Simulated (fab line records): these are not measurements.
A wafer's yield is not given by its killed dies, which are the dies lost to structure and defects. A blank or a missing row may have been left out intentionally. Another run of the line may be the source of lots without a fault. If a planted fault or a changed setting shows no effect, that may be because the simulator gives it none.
Code-filled problem report in 8D (eight disciplines) form    flow n5_finfet    the parts of the form that need people (team, actions taken, sign-off) are left out

1. WHAT WENT WRONG
Mean of etch_rf_on_time_s at N5_GATE_CUT_HM_OPEN_40: 212.8 s across 6 wafers in 2 lots; on wafers with no fault it is 93.9 s (standard deviation 1.8). Relative to the usual mean, that is a shift of +66 standard deviations.
The step: chemistry C4F6/O2, target SiO2, target depth 139 nm, time 85.1 s.
The first sign was on wafer L792.1 at day 6 00:52, on rie_diel-03. The record has a number at this step for 21 wafers belonging to 7 lots. Rule for "out" (also "out of limits"): further than 4 standard deviations from the usual mean. The other wafers with a number count as sound.

2. WHAT IT IS; WHAT IT IS NOT
question                     is                                 is not
which readings at this step  etch_rf_on_time_s, oes_product_au  drypump_motor_current_A, rf_vpp_V, showerhead_plenum_p_Torr, throttle_valve_pct
which lots                   L792, L793                         L791, L803, L804, L807, L808
which wafers of those lots   all that have a number             -
read on which tools          rie_diel-03                        rie_diel-01
when                         from day 6 00:52                   up to then (3 sound wafers); but 12 sound wafers of L803, L804, L807, L808 came after

3. THE SUSPECTS, EACH WITH WHAT RULES IT OUT
Counting: a tool at a process step up to the reading stays a suspect if it ran every lot that is out and no sound lot after the first of them.
- rie_diel-03 at N5_GATE_CUT_ETCH_37 (etches SOC in N2/H2, target depth 60 nm, overetch 12 nm, time 90 s): ruled out as a lasting fault. After its first lot that is out, L792 (day 6 00:46), sound lots L803, L804, L808 ran on it.
- rie_diel-03 at N5_GATE_CUT_HM_OPEN_40 (chemistry C4F6/O2, target SiO2, target depth 139 nm, time 85.1 s): ruled out as a lasting fault. After its first lot that is out, L792 (day 6 00:52), sound lots L803, L804, L808 ran on it.
Left after counting: nothing in the record.

4. THE CAUSE (what the simulator had put in)
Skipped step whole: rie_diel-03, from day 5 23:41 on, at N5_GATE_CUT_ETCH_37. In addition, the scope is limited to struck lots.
Counting ruled it out, wrongly.

5. THE CHAIN OF EFFECTS, in route order
Rows list readings where the struck wafers' mean (over those with a number) sits beyond 3 standard deviations from the usual. Scope: only readings with a usual standard deviation given in the record; hours: median across lots of the time from each lot's start at the first step in this table that gives one to its start at this step; sigmas: change in usual standard deviations.
hours  step                     reading               usual      on struck wafers  change  sigmas
0      N5_GATE_CUT_HM_OPEN_40   etch_rf_on_time_s     93.9 s     212.8             +118.8  +66
0      N5_GATE_CUT_HM_OPEN_40   oes_product_au        0.68 a.u.  0.28              -0.40   -6.3
0      N5_GATE_CUT_ETCH_19      etch_rf_on_time_s     77.4 s     191.8             +114.3  +95
0      N5_GATE_CUT_ETCH_19      oes_product_au        0.64 a.u.  0.28              -0.36   -6.0
182    N5_PASSIVATION_PROBE_49  defect_limited_yield  90.9 %     0.0               -90.9   -61
182    N5_PASSIVATION_PROBE_49  killed_at_front_end   42         1111              +1069   +89
182    N5_PASSIVATION_PROBE_49  killed_dies           107        1180              +1073   +60
182    N5_PASSIVATION_PROBE_49  killed_on_rim         14         152               +138    +32
182    N5_PASSIVATION_PROBE_49  sort_bin_5_function   5.3 %      95.8              +90.5   +82
182    N5_PASSIVATION_PROBE_49  sort_n_pass           1073       0                 -1073   -60
182    N5_PASSIVATION_PROBE_49  sort_yield_pct        90.9 %     0.0               -90.9   -61
The process steps in it:
- N5_GATE_CUT_HM_OPEN_40: chemistry C4F6/O2, target SiO2, target depth 139 nm, time 85.1 s.
- N5_GATE_CUT_ETCH_19: etches SiNx in CH3F/O2, target depth 53.7 nm, time 76.7 s.
- N5_PASSIVATION_PROBE_49
Readings that are blank on the struck wafers while sound wafers have them: bias_w at N5_GATE_CUT_ETCH_37; chamber_pressure_mTorr at N5_GATE_CUT_ETCH_37; drypump_motor_current_A at N5_GATE_CUT_ETCH_37; oes_product_au at N5_GATE_CUT_ETCH_37; rf_vpp_V at N5_GATE_CUT_ETCH_37; showerhead_plenum_p_Torr at N5_GATE_CUT_ETCH_37; throttle_valve_pct at N5_GATE_CUT_ETCH_37.

6. WHAT WOULD HAVE CAUGHT IT SOONER
In this record the first reading out of limits was taken at day 6 00:52, 1 hour after the fault began at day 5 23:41.
At N5_GATE_CUT_ETCH_37 the tool's readings are blank on the struck wafers, where sound wafers have them: an empty tool record is the first sign, and it was there at once.
